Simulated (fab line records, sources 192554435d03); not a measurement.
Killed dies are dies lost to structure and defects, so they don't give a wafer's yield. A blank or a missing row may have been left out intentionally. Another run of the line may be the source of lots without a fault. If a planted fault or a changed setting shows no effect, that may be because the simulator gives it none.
Lot-split experiment || flow n5 finfet || 39 wafers read from 7 lots, route of 1938 steps

THE SPLIT ITSELF
At N5_MOL_CONTACT_COAG_SPUTTER_143 (material Co, target thk 2.5 nm), the setting target thk a was moved away from the recipe's 25 angstrom on 18 of the 39 wafers read, by -31.8% to +59.4%. The other wafers ran this setting at the recipe's value.

The reading is taken at the split's own step.

THE READING
Co_of_MOL_CONTACT_COAG_SPUTTER_143.thk nm (the simulator's own value, which no gauge read), in nm, at N5_MOL_CONTACT_COAG_SPUTTER_143 (material Co, target thk 2.5 nm). No usual value for it is given in the file. The 21 wafers here that ran the recipe average 2.6 nm, standard deviation 0.11 nm.

{"wafer": "L077.1", "tool, chamber at the split": "pvd sputter-03, -", "target thk a as run, angstrom": 18.45, "against the recipe": "-26.2%", "Co_of_MOL_CONTACT_COAG_SPUTTER_143.thk nm, nm": 1.8, "against lot-mates on the recipe": -0.7}
{"wafer": "L077.2", "tool, chamber at the split": "pvd sputter-03, -", "target thk a as run, angstrom": 18.45, "against the recipe": "-26.2%", "Co_of_MOL_CONTACT_COAG_SPUTTER_143.thk nm, nm": 1.8, "against lot-mates on the recipe": -0.7}
{"wafer": "L077.4", "tool, chamber at the split": "pvd sputter-03, -", "target thk a as run, angstrom": 18.45, "against the recipe": "-26.2%", "Co_of_MOL_CONTACT_COAG_SPUTTER_143.thk nm, nm": 1.8, "against lot-mates on the recipe": -0.7}
{"wafer": "L077.3", "tool, chamber at the split": "pvd sputter-03, -", "target thk a as run, angstrom": 25, "against the recipe": "recipe", "Co_of_MOL_CONTACT_COAG_SPUTTER_143.thk nm, nm": 2.6, "against lot-mates on the recipe": "-"}
{"wafer": "L077.5", "tool, chamber at the split": "pvd sputter-03, -", "target thk a as run, angstrom": 25, "against the recipe": "recipe", "Co_of_MOL_CONTACT_COAG_SPUTTER_143.thk nm, nm": 2.6, "against lot-mates on the recipe": "-"}
{"wafer": "L077.6", "tool, chamber at the split": "pvd sputter-03, -", "target thk a as run, angstrom": 25, "against the recipe": "recipe", "Co_of_MOL_CONTACT_COAG_SPUTTER_143.thk nm, nm": 2.4, "against lot-mates on the recipe": "-"}
{"wafer": "L079.1", "tool, chamber at the split": "pvd sputter-01, -", "target thk a as run, angstrom": 25, "against the recipe": "recipe", "Co_of_MOL_CONTACT_COAG_SPUTTER_143.thk nm, nm": 2.4, "against lot-mates on the recipe": "-"}
{"wafer": "L079.2", "tool, chamber at the split": "pvd sputter-01, -", "target thk a as run, angstrom": 25, "against the recipe": "recipe", "Co_of_MOL_CONTACT_COAG_SPUTTER_143.thk nm, nm": 2.6, "against lot-mates on the recipe": "-"}
{"wafer": "L079.3", "tool, chamber at the split": "pvd sputter-01, -", "target thk a as run, angstrom": 25, "against the recipe": "recipe", "Co_of_MOL_CONTACT_COAG_SPUTTER_143.thk nm, nm": 2.8, "against lot-mates on the recipe": "-"}
{"wafer": "L079.4", "tool, chamber at the split": "pvd sputter-01, -", "target thk a as run, angstrom": 35.75, "against the recipe": "+43.0%", "Co_of_MOL_CONTACT_COAG_SPUTTER_143.thk nm, nm": 3.8, "against lot-mates on the recipe": "+1.2"}
{"wafer": "L079.5", "tool, chamber at the split": "pvd sputter-01, -", "target thk a as run, angstrom": 35.75, "against the recipe": "+43.0%", "Co_of_MOL_CONTACT_COAG_SPUTTER_143.thk nm, nm": 3.8, "against lot-mates on the recipe": "+1.2"}
{"wafer": "L079.6", "tool, chamber at the split": "pvd sputter-01, -", "target thk a as run, angstrom": 35.75, "against the recipe": "+43.0%", "Co_of_MOL_CONTACT_COAG_SPUTTER_143.thk nm, nm": 3.8, "against lot-mates on the recipe": "+1.2"}
{"wafer": "L081.1", "tool, chamber at the split": "pvd sputter-02, -", "target thk a as run, angstrom": 20.61, "against the recipe": "-17.6%", "Co_of_MOL_CONTACT_COAG_SPUTTER_143.thk nm, nm": 2.2, "against lot-mates on the recipe": -0.3}
{"wafer": "L081.2", "tool, chamber at the split": "pvd sputter-02, -", "target thk a as run, angstrom": 20.61, "against the recipe": "-17.6%", "Co_of_MOL_CONTACT_COAG_SPUTTER_143.thk nm, nm": 2, "against lot-mates on the recipe": -0.5}
{"wafer": "L081.3", "tool, chamber at the split": "pvd sputter-02, -", "target thk a as run, angstrom": 25, "against the recipe": "recipe", "Co_of_MOL_CONTACT_COAG_SPUTTER_143.thk nm, nm": 2.4, "against lot-mates on the recipe": "-"}
{"wafer": "L081.4", "tool, chamber at the split": "pvd sputter-02, -", "target thk a as run, angstrom": 25, "against the recipe": "recipe", "Co_of_MOL_CONTACT_COAG_SPUTTER_143.thk nm, nm": 2.6, "against lot-mates on the recipe": "-"}
{"wafer": "L081.5", "tool, chamber at the split": "pvd sputter-02, -", "target thk a as run, angstrom": 25, "against the recipe": "recipe", "Co_of_MOL_CONTACT_COAG_SPUTTER_143.thk nm, nm": 2.6, "against lot-mates on the recipe": "-"}
{"wafer": "L081.6", "tool, chamber at the split": "pvd sputter-02, -", "target thk a as run, angstrom": 20.61, "against the recipe": "-17.6%", "Co_of_MOL_CONTACT_COAG_SPUTTER_143.thk nm, nm": 1.8, "against lot-mates on the recipe": -0.7}
{"wafer": "L083.1", "tool, chamber at the split": "pvd sputter-01, -", "target thk a as run, angstrom": 25, "against the recipe": "recipe", "Co_of_MOL_CONTACT_COAG_SPUTTER_143.thk nm, nm": 2.6, "against lot-mates on the recipe": "-"}
{"wafer": "L083.5", "tool, chamber at the split": "pvd sputter-01, -", "target thk a as run, angstrom": 25, "against the recipe": "recipe", "Co_of_MOL_CONTACT_COAG_SPUTTER_143.thk nm, nm": 2.6, "against lot-mates on the recipe": "-"}
{"wafer": "L083.6", "tool, chamber at the split": "pvd sputter-01, -", "target thk a as run, angstrom": 25, "against the recipe": "recipe", "Co_of_MOL_CONTACT_COAG_SPUTTER_143.thk nm, nm": 2.6, "against lot-mates on the recipe": "-"}
{"wafer": "L083.2", "tool, chamber at the split": "pvd sputter-01, -", "target thk a as run, angstrom": 39.84, "against the recipe": "+59.4%", "Co_of_MOL_CONTACT_COAG_SPUTTER_143.thk nm, nm": 4.2, "against lot-mates on the recipe": "+1.6"}
{"wafer": "L083.3", "tool, chamber at the split": "pvd sputter-01, -", "target thk a as run, angstrom": 39.84, "against the recipe": "+59.4%", "Co_of_MOL_CONTACT_COAG_SPUTTER_143.thk nm, nm": 4, "against lot-mates on the recipe": "+1.4"}
{"wafer": "L083.4", "tool, chamber at the split": "pvd sputter-01, -", "target thk a as run, angstrom": 39.84, "against the recipe": "+59.4%", "Co_of_MOL_CONTACT_COAG_SPUTTER_143.thk nm, nm": 4, "against lot-mates on the recipe": "+1.4"}
{"wafer": "L085.1", "tool, chamber at the split": "pvd sputter-01, -", "target thk a as run, angstrom": 17.49, "against the recipe": "-30.0%", "Co_of_MOL_CONTACT_COAG_SPUTTER_143.thk nm, nm": 1.8, "against lot-mates on the recipe": -0.7}
{"wafer": "L085.3", "tool, chamber at the split": "pvd sputter-01, -", "target thk a as run, angstrom": 17.49, "against the recipe": "-30.0%", "Co_of_MOL_CONTACT_COAG_SPUTTER_143.thk nm, nm": 1.8, "against lot-mates on the recipe": -0.7}
{"wafer": "L085.4", "tool, chamber at the split": "pvd sputter-01, -", "target thk a as run, angstrom": 17.49, "against the recipe": "-30.0%", "Co_of_MOL_CONTACT_COAG_SPUTTER_143.thk nm, nm": 1.8, "against lot-mates on the recipe": -0.7}
{"wafer": "L085.2", "tool, chamber at the split": "pvd sputter-01, -", "target thk a as run, angstrom": 25, "against the recipe": "recipe", "Co_of_MOL_CONTACT_COAG_SPUTTER_143.thk nm, nm": 2.6, "against lot-mates on the recipe": "-"}
{"wafer": "L085.5", "tool, chamber at the split": "pvd sputter-01, -", "target thk a as run, angstrom": 25, "against the recipe": "recipe", "Co_of_MOL_CONTACT_COAG_SPUTTER_143.thk nm, nm": 2.6, "against lot-mates on the recipe": "-"}
{"wafer": "L085.6", "tool, chamber at the split": "pvd sputter-01, -", "target thk a as run, angstrom": 25, "against the recipe": "recipe", "Co_of_MOL_CONTACT_COAG_SPUTTER_143.thk nm, nm": 2.4, "against lot-mates on the recipe": "-"}
{"wafer": "L088.1", "tool, chamber at the split": "pvd sputter-01, -", "target thk a as run, angstrom": 17.04, "against the recipe": "-31.8%", "Co_of_MOL_CONTACT_COAG_SPUTTER_143.thk nm, nm": 1.6, "against lot-mates on the recipe": -0.9}
{"wafer": "L088.2", "tool, chamber at the split": "pvd sputter-01, -", "target thk a as run, angstrom": 17.04, "against the recipe": "-31.8%", "Co_of_MOL_CONTACT_COAG_SPUTTER_143.thk nm, nm": 1.8, "against lot-mates on the recipe": -0.7}
{"wafer": "L088.6", "tool, chamber at the split": "pvd sputter-01, -", "target thk a as run, angstrom": 17.04, "against the recipe": "-31.8%", "Co_of_MOL_CONTACT_COAG_SPUTTER_143.thk nm, nm": 1.8, "against lot-mates on the recipe": -0.7}
{"wafer": "L088.3", "tool, chamber at the split": "pvd sputter-01, -", "target thk a as run, angstrom": 25, "against the recipe": "recipe", "Co_of_MOL_CONTACT_COAG_SPUTTER_143.thk nm, nm": 2.4, "against lot-mates on the recipe": "-"}
{"wafer": "L088.4", "tool, chamber at the split": "pvd sputter-01, -", "target thk a as run, angstrom": 25, "against the recipe": "recipe", "Co_of_MOL_CONTACT_COAG_SPUTTER_143.thk nm, nm": 2.6, "against lot-mates on the recipe": "-"}
{"wafer": "L088.5", "tool, chamber at the split": "pvd sputter-01, -", "target thk a as run, angstrom": 25, "against the recipe": "recipe", "Co_of_MOL_CONTACT_COAG_SPUTTER_143.thk nm, nm": 2.6, "against lot-mates on the recipe": "-"}
{"wafer": "L091.3", "tool, chamber at the split": "pvd sputter-01, -", "target thk a as run, angstrom": 25, "against the recipe": "recipe", "Co_of_MOL_CONTACT_COAG_SPUTTER_143.thk nm, nm": 2.4, "against lot-mates on the recipe": "-"}
{"wafer": "L091.4", "tool, chamber at the split": "pvd sputter-01, -", "target thk a as run, angstrom": 25, "against the recipe": "recipe", "Co_of_MOL_CONTACT_COAG_SPUTTER_143.thk nm, nm": 2.6, "against lot-mates on the recipe": "-"}
{"wafer": "L091.5", "tool, chamber at the split": "pvd sputter-01, -", "target thk a as run, angstrom": 25, "against the recipe": "recipe", "Co_of_MOL_CONTACT_COAG_SPUTTER_143.thk nm, nm": 2.6, "against lot-mates on the recipe": "-"}

THE FIT
A straight line over all 39 wafers: Co_of_MOL_CONTACT_COAG_SPUTTER_143.thk nm changes by +0.0268 nm for each +1% of target thk a; r = +0.99; the points scatter about the line by 0.11 nm.
The same after taking each lot's own level away (the mean of its wafers on the recipe; 39 wafers): +0.0259 nm for each +1%; r = +0.99; scatter 0.11 nm.
That fit puts the effect of the largest move of target thk a on the reading at 1.5 nm.
The lots' own levels span 2.53 to 2.60 nm, that is 0.6 times the standard deviation above.
The two slopes are in agreement: the lot-to-lot level therefore moves the slope only a little.
Check: +1.52 nm against its lot-mates is what the line predicts for one of the wafers moved furthest among these (+59.4%) when that wafer is left out of the fit. Against them it came out at +1.6 nm.

THESE WAFERS: OTHER SPLITS
Before the reading, these wafers also passed through other splits. Each is held against what the fit with the lots' levels taken away leaves over:
{"other split on the same wafers": "N5_HKMG_FIN_DESCUM_17 time s", "wafers away from the commonest value": 9, "r with Co_of_MOL_CONTACT_COAG_SPUTTER_143.thk nm (lot level and that fit taken away)": "+0.15"}

THE FILE'S OWN FIT
Co_of_MOL_CONTACT_COAG_SPUTTER_143.thk nm changes by +0.0259 nm for each +1% of target thk a, r = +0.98.
